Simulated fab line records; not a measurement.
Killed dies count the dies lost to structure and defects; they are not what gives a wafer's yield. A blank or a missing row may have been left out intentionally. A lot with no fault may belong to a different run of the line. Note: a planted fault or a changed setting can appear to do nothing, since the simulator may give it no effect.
Matching of chambers + flow n5Finfet + cvdCo-01 running N5_BEOL_M0_CO_CAP_123: 3 sister chambers
The step material Co, precursor CCTBA/H2, target thk 2 nm, time 102.1 s. 3 wafers are shown with their chamber, then 12 later ones without.

## WAFERS PAIRED WITH THEIR CHAMBERS
| wafer  | chamber | heaterPowerW (W) |
|--------|---------|------------------|
| L087.3 | 0       | 236              |
| L087.4 | 2       | 240              |
| L087.5 | 1       | 237              |

## WAFERS WITH NO CHAMBER GIVEN
| wafer  | heaterPowerW (W) |
|--------|------------------|
| L088.1 | 240              |
| L088.3 | 234              |
| L088.4 | 241              |
| L091.3 | 245              |
| L091.5 | 242              |
| L091.6 | 243              |
| L093.2 | 241              |
| L093.4 | 248              |
| L093.6 | 237              |
| L092.1 | 229              |
| L092.2 | 247              |
| L092.3 | 238              |

## EACH ONE'S CHAMBER
| wafer  | from the rows above          | in truth |
|--------|------------------------------|----------|
| L088.1 | can't be placed: 2 or 1 or 0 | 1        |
| L088.3 | can't be placed: 0 or 1 or 2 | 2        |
| L088.4 | can't be placed: 2 or 1 or 0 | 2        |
| L091.3 | can't be placed: 2 or 1 or 0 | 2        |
| L091.5 | can't be placed: 2 or 1 or 0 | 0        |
| L091.6 | can't be placed: 2 or 1 or 0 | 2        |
| L093.2 | can't be placed: 2 or 1 or 0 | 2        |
| L093.4 | can't be placed: 2 or 1 or 0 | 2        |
| L093.6 | can't be placed: 1 or 0 or 2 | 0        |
| L092.1 | can't be placed: 0 or 1 or 2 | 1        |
| L092.2 | can't be placed: 2 or 1 or 0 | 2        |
| L092.3 | can't be placed: 1 or 0 or 2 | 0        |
Correctly placed: 0 of 12. Unplaceable from these rows: 12, with the true chamber sitting among the candidates in 12. Number placed wrongly: 0.
How it was worked out, from the rows above alone: a wafer's distance from a chamber is the root of the sum, over the readings, of the square of ((its reading less the chamber's mean) divided by the reading's scatter). If the next closest chamber is less than 2 further off than the closest, the wafer can't be placed; otherwise it belongs to the closest. The mean given for a chamber averages the wafers shown for that chamber. The scatter: root of mean squared gap, hidden wafer to nearest shown wafer, with one shown wafer a chamber.
